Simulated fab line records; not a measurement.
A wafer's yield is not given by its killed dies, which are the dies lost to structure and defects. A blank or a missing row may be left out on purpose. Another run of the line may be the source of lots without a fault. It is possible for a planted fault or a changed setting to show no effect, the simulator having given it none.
fab line records    flow nand-harc
[record] lots = 12  wafers = 36  last-day = 25
route steps=1159 shown A_M0@1016 THIN_TSV@1120 END@1159
lots untouched by any fault: they come from a run of this same line in which no faults occurred
start-h: start of the lot's first displayed wafer, in hours after the record's first day    wait-h: hours elapsed since this lot's preceding step    " unchanged from the row above    L1.1+2: a single row standing in for several wafers    - no value, or no start was given    * or withheld: withheld    < > ~ a bound
route shown NAME@n: names a module that has steps shown in the file, with the first one's number in the route    usual: the fault-free wafers' mean and standard deviation    same: alike in all rows    chamber/n: place in a boat    sites: per-site readings    _std_site: standard deviation of those values    _edge_site: outer sites' mean less inner sites'    radius-mm: how far each site lies from the wafer's centre    mask NAME#n: copy n    behind: the tool/chamber that last shaped the wafer    hold: what put the lot on hold/how long, in hours/how the hold closed    device: transistor that didn't switch, given as n, p or np    end of line: the same wafers' tests at the end of the route    a step with no rows: only its recipe    killed: dies that structure and defects cost at the first sort, which is not the same as the wafer's yield    map: a wafer's dies, marking killed ones x, the rest . and places with no die _
set.NAME: setting as actually run; set.NAME@STEP: the setting as run at that earlier step    model.NAME: the simulator's own value behind a step, which no gauge read
the route's steps for a sample of lots (tables are steps, rows are wafers)
services: when a tool's chamber went out of use (start-h, in hours from the record's first day, below 0 if earlier), for how many hours, and the reason
[[steps]]
[step NHARC_A_M0_PVD_21]
[recipe] target-thk-a = 300  chamber-pressure-pa = 5  power-w = 5000  substrate-temp-c = 30  time-s = 20.49  material = Cu
[usual] chamber-pressure-pa = 5.001/0.01  throttle-valve-pct = 30.0/0.93
lot.wafer  tool            chamber  start-h  wait-h  chamber-pressure-pa  throttle-valve-pct
L169.1     pvd-sputter-02  -        402.64   -       5.005                31.1
L169.4     "               -        "        "       4.989                28.9
L169.5     "               -        "        "       4.992                29.3
L170.3     pvd-sputter-02  -        403.42   -       5.004                29.0
L170.1     "               -        "        "       4.966                31.1
L170.6     "               -        "        "       4.987                29.1
L171.4     pvd-sputter-01  -        411.07   -       5.027                31.0
L171.2     "               -        "        "       4.999                30.7
L171.6     "               -        "        "       4.991                27.5
L172.4     pvd-sputter-02  -        411.23   -       4.997                29.4
L172.2     "               -        "        "       4.995                29.2
L172.5     "               -        "        "       5.008                30.0
L173.1     pvd-sputter-02  -        411.59   -       4.991                29.5
L173.4     "               -        "        "       5.008                29.0
L173.3     "               -        "        "       4.988                30.2
L175.2     pvd-sputter-01  -        427.63   -       4.994                27.6
L175.5     "               -        "        "       5.006                30.3
L175.6     "               -        "        "       5.025                28.8
L177.3     pvd-sputter-02  -        443.39   -       5.004                29.0
L177.2     "               -        "        "       5.005                31.2
L177.5     "               -        "        "       5.011                30.3
L183.1     pvd-sputter-03  -        475.14   -       4.997                30.9
L183.3     "               -        "        "       4.983                30.2
L183.6     "               -        "        "       5.005                29.9
L187.3     pvd-sputter-03  -        504.50   -       5.013                30.6
L187.1     "               -        "        "       5.005                30.2
L187.6     "               -        "        "       5.005                30.6
L191.1     pvd-sputter-01  -        529.51   -       5.023                28.5
L191.5     "               -        "        "       5.001                30.7
L191.6     "               -        "        "       5.007                29.0
L190.1     pvd-sputter-02  -        529.64   -       4.976                31.1
L190.3     "               -        "        "       5.006                29.2
L190.2     "               -        "        "       4.999                29.4
L192.2     pvd-sputter-01  -        562.16   -       5.002                30.8
L192.3     "               -        "        "       4.996                29.7
L192.5     "               -        "        "       4.999                31.2
[step NHARC_THIN_TSV_ETCH_15]
[recipe] target-depth-a = 30000  bosch-target-overetch-cycles = 2  bosch-etch-step-s = 2.8  bosch-dep-step-s = 1.2  bosch-cycles = 14
[usual] drypump-motor-current-A = 5.8/0.37
lot.wafer  tool       chamber  start-h  wait-h  drypump-motor-current-A  rf-hours-counter-h
L170.1     rie-si-05  2        427.82   -       5.4                      0.0
L170.3     "          0        "        "       6.1                      0.0
L170.6     "          2        "        "       5.4                      -
L169.1     rie-si-02  2        432.99   -       6.6                      0.3
L169.4     "          1        "        "       5.9                      0.4
L169.5     "          3        "        "       5.7                      -
L171.4     rie-si-02  3        438.59   -       5.6                      0.4
L171.2     "          1        "        "       5.9                      0.4
L171.6     "          3        "        "       5.6                      -
L172.2     rie-si-04  0        439.92   -       5.2                      1.4
L172.4     "          2        "        "       5.5                      1.4
L172.5     "          0        "        "       5.2                      -
L173.4     rie-si-02  2        441.13   -       6.6                      0.4
L173.3     "          3        "        "       5.6                      0.5
L173.1     "          0        "        "       5.4                      0.5
L175.2     rie-si-05  1        454.07   -       5.8                      0.3
L175.6     "          3        "        "       6.2                      -
L175.5     "          0        "        "       6.1                      -
L177.2     rie-si-02  0        467.47   -       5.3                      0.7
L177.3     "          2        "        "       6.6                      0.7
L183.3     rie-si-05  1        500.55   -       5.8                      0.8
L183.1     "          2        "        "       5.4                      0.8
L183.6     "          1        "        "       5.8                      -
L187.3     rie-si-04  0        531.37   -       5.3                      0.7
L187.1     "          1        "        "       5.9                      0.6
L187.6     "          3        "        "       5.6                      -
L191.1     rie-si-04  3        551.59   -       5.6                      0.9
L191.5     "          1        "        "       5.9                      -
L191.6     "          2        "        "       5.6                      -
L190.1     rie-si-02  1        561.47   -       5.9                      1.5
L190.2     "          2        "        "       6.6                      1.4
L190.3     "          0        "        "       5.4                      1.3
L192.2     rie-si-04  1        586.75   -       5.9                      1.1
L192.3     "          3        "        "       5.6                      1.2
L192.5     "          1        "        "       5.9                      -
[step NHARC_THIN_TSV_CD_MEAS_16]
[usual] cd-nm = 1000.8/2
lot.wafer  tool       chamber  start-h  wait-h  cd-nm
L170.1     cd-sem-03  -        427.95   0.1     998.8
L170.3     "          -        "        "       999.8
L170.6     "          -        "        "       997.6
L169.1     cd-sem-02  -        433.14   0.1     998.4
L169.4     "          -        "        "       1001.5
L169.5     "          -        "        "       1002.4
L171.2     cd-sem-01  -        438.74   0.1     1003.2
L171.4     "          -        "        "       1000.5
L171.6     "          -        "        "       1002.6
L172.2     cd-sem-01  -        440.05   0.1     998.4
L172.4     "          -        "        "       1000.2
L172.5     "          -        "        "       1000.2
L173.1     cd-sem-03  -        441.27   0.1     1000.3
L173.3     "          -        "        "       998.3
L173.4     "          -        "        "       999.6
L175.2     cd-sem-02  -        454.19   0.1     1002.6
L175.5     "          -        "        "       1005.5
L175.6     "          -        "        "       1002.0
L177.2     cd-sem-03  -        467.62   0.1     1000.0
L177.3     "          -        "        "       998.0
L183.1     cd-sem-01  -        500.70   0.1     999.2
L183.3     "          -        "        "       999.2
L183.6     "          -        "        "       996.2
L187.1     cd-sem-01  -        531.49   0.1     999.7
L187.3     "          -        "        "       1001.6
L187.6     "          -        "        "       1006.8
L191.1     cd-sem-02  -        551.71   0.1     1001.8
L191.5     "          -        "        "       1001.8
L191.6     "          -        "        "       999.4
L190.1     cd-sem-03  -        561.61   0.1     1001.2
L190.2     "          -        "        "       1000.7
L190.3     "          -        "        "       1000.0
L192.2     cd-sem-02  -        586.89   0.1     1000.4
L192.3     "          -        "        "       1001.7
L192.5     "          -        "        "       1003.1
[step NHARC_THIN_TSV_PVD_51]
[recipe] target-thk-a = 1000  chamber-pressure-pa = 5  material = Cu
[usual] chamber-pressure-pa = 5.000/0.01  throttle-valve-pct = 30.1/0.95
lot.wafer  tool            chamber  start-h  wait-h  chamber-pressure-pa  throttle-valve-pct
L170.3     pvd-sputter-03  -        -        -       4.997                31.2
L170.1     "               -        "        "       5.017                30.9
L170.6     "               -        "        "       4.996                30.9
L169.1     pvd-sputter-01  -        -        -       4.993                30.6
L169.4     "               -        "        "       5.006                30.4
L169.5     "               -        "        "       4.995                30.8
L171.4     pvd-sputter-02  -        -        -       5.012                30.1
L171.2     "               -        "        "       5.013                29.4
L171.6     "               -        "        "       4.989                30.3
L172.4     pvd-sputter-03  -        -        -       5.015                30.6
L172.2     "               -        "        "       4.983                30.9
L172.5     "               -        "        "       5.020                30.3
L173.3     pvd-sputter-03  -        -        -       5.014                30.1
L173.1     "               -        "        "       5.010                31.0
L173.4     "               -        "        "       5.001                30.4
L175.2     pvd-sputter-03  -        -        -       5.003                30.3
L175.6     "               -        "        "       5.010                30.8
L175.5     "               -        "        "       5.010                31.0
L177.2     pvd-sputter-01  -        -        -       4.998                27.4
L177.3     "               -        "        "       5.019                30.5
L183.1     pvd-sputter-02  -        -        -       5.003                30.1
L183.3     "               -        "        "       5.004                31.2
L183.6     "               -        "        "       5.021                29.1
L187.1     pvd-sputter-02  -        -        -       4.994                31.1
L187.3     "               -        "        "       4.998                30.6
L187.6     "               -        "        "       4.988                30.9
L191.1     pvd-sputter-03  -        -        -       4.988                30.6
L191.5     "               -        "        "       4.995                30.2
L191.6     "               -        "        "       4.980                30.5
L190.1     pvd-sputter-02  -        -        -       4.997                30.2
L190.2     "               -        "        "       5.012                29.3
L190.3     "               -        "        "       5.017                31.4
L192.3     pvd-sputter-03  -        -        -       5.002                29.9
L192.2     "               -        "        "       5.004                30.5
L192.5     "               -        "        "       5.000                31.0
[step NHARC_END_SORT_01]
[recipe] temp-c = 25
[usual] defect-limited-yield = 95.6/1.4  killed-at-array = 26/9  killed-at-other = 0.8/1.2  killed-at-periphery = 3.2/2.3  killed-dies = 30/9.1  killed-open = 3.5/2  killed-short = 1.8/1.4  sort_bin_2_pct = 1.4/0.59  sort_bin_3_pct = 0.25/0.22  sort_bin_4_pct = 2.8/0.91  sort-n-pass = 647/9.1  sort-rim-yield-pct = 95.4/3  sort-yield-pct = 95.6/1.4
[same] gross-dies = 677  sort_bin_5_pct[%] = 0  sort_bin_6_pct[%] = 0  sort_bin_7_pct[%] = 0  sort_bin_8_pct[%] = 0  sort-rim-n-gross = 106.00
lot.wafer  tool       chamber  start-h  wait-h  defect-limited-yield[%]  killed-at-array  killed-at-other  killed-at-periphery  killed-dies  killed-open  killed-short  sort_bin_2_pct[%]  sort_bin_3_pct[%]  sort_bin_4_pct[%]  sort-n-pass  sort-rim-yield-pct[%]  sort-yield-pct[%]
L177.2     prober-02  0        482.20   2.8     95.9                     23               0                5                    28           4            0             1.0                0                  3.1                649          94.3                   95.9
L177.3     prober-02  0        483.00   3.1     96.3                     23               0                2                    25           3            2             1.8                0.44               1.5                652          93.4                   96.3
L177.5     prober-02  0        484.60   3.7     0                        672              0                5                    677          3            2             96.9               0.30               2.8                0            0                      0
// killed by level:class
L177.2 A_SLIT:chamber-film-flake=10 A_CONTACT:chamber-film-flake=6 P_M2:chamber-film-flake=3 A_STAIRCASE:chamber-film-flake=3 P_M0:geometric-particle:open=1 A_CHANNEL_FILL_D1:geometric-particle:open=1 A_CONTACT:geometric-particle:open=1 A_M0:geometric-particle:open=1
L177.3 A_SLIT:chamber-film-flake=12 A_STAIRCASE:chamber-film-flake=4 P_M2:chamber-film-flake=2 A_CONTACT:chamber-film-flake=2 A_CHANNEL_FILL_D1:geometric-particle:short=1 A_SGD_CUT:geometric-particle:open=1 A_BLC:geometric-particle:open=1 A_M0:geometric-particle:short=1
L177.5 A_M0:area-pvd=647 A_SLIT:chamber-film-flake=10 A_CONTACT:chamber-film-flake=5 A_STAIRCASE:chamber-film-flake=4 P_M2:chamber-film-flake=3 A_WL_FILL:geometric-particle:short=2 P_ZERO_WELL:chamber-film-flake=2 A_SOURCE_PLATE:geometric-particle:open=1
[[services]]
tool            chamber  start-h  hours  kind
rie-si-02       -        388.00   9.0    pm
rie-si-02       0        388.00   9.0    vent-cycle
rie-si-02       1        388.00   9.0    vent-cycle
rie-si-02       2        388.00   9.0    vent-cycle
pvd-sputter-02  -        392.00   10.0   pm
pvd-sputter-01  -        401.27   3.5    repair
rie-si-05       1        404.87   7.4    repair
rie-si-05       -        416.00   9.0    pm
rie-si-04       2        421.95   2.2    repair
pvd-sputter-03  -        425.63   1.6    repair
rie-si-02       -        434.15   2.0    repair
pvd-sputter-01  -        435.59   5.0    repair
rie-si-05       0        443.40   1.2    repair
rie-si-04       -        453.00   9.0    pm
rie-si-02       0        453.14   9.7    repair
pvd-sputter-03  -        463.02   10.0   pm
rie-si-04       -        489.46   0.1    repair
pvd-sputter-01  -        516.94   10.0   pm
rie-si-05       -        530.90   0.5    repair
pvd-sputter-03  -        532.74   2.1    repair
rie-si-04       2        558.69   14.3   repair
rie-si-02       -        565.00   9.0    pm
rie-si-05       2        569.26   4.5    repair
pvd-sputter-02  -        570.00   10.0   pm
[[key]]
[first-sign] step = NHARC_END_SORT_01  reading = sort_bin_2_pct  direction = up  sigmas = 99+  usual = 1.4  struck = 96.9
[effect] step = NHARC_END_SORT_01  reading = killed-at-array  direction = up  sigmas = 72  usual = 26  struck = 672
[more-kills-born-at] NHARC_A_M0_PVD_21@pvd-sputter-02 = 647
met-at NHARC_A_M0_PVD_21
struck-lots L177
struck-wafers L177.5
later-rows-left-out L177.5
not-acting-at NHARC_THIN_TSV_ETCH_15,NHARC_THIN_TSV_CD_MEAS_16,NHARC_THIN_TSV_PVD_51
onset-between 411.59 443.39
[fault] kind = process-parameter-drift  tool = pvd-sputter-02  chamber = -  onset-h = 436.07  steps = NHARC_A_M0_PVD_21  channel = target-thk-a  offset = *  shape = step  end-h = 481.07  acts-in = *  stated = *  scope = struck-wafers-only
// later-rows-left-out: the simulator's readings of these wafers behind a module that went badly wrong aren't trusted and aren't shown, but for the sort
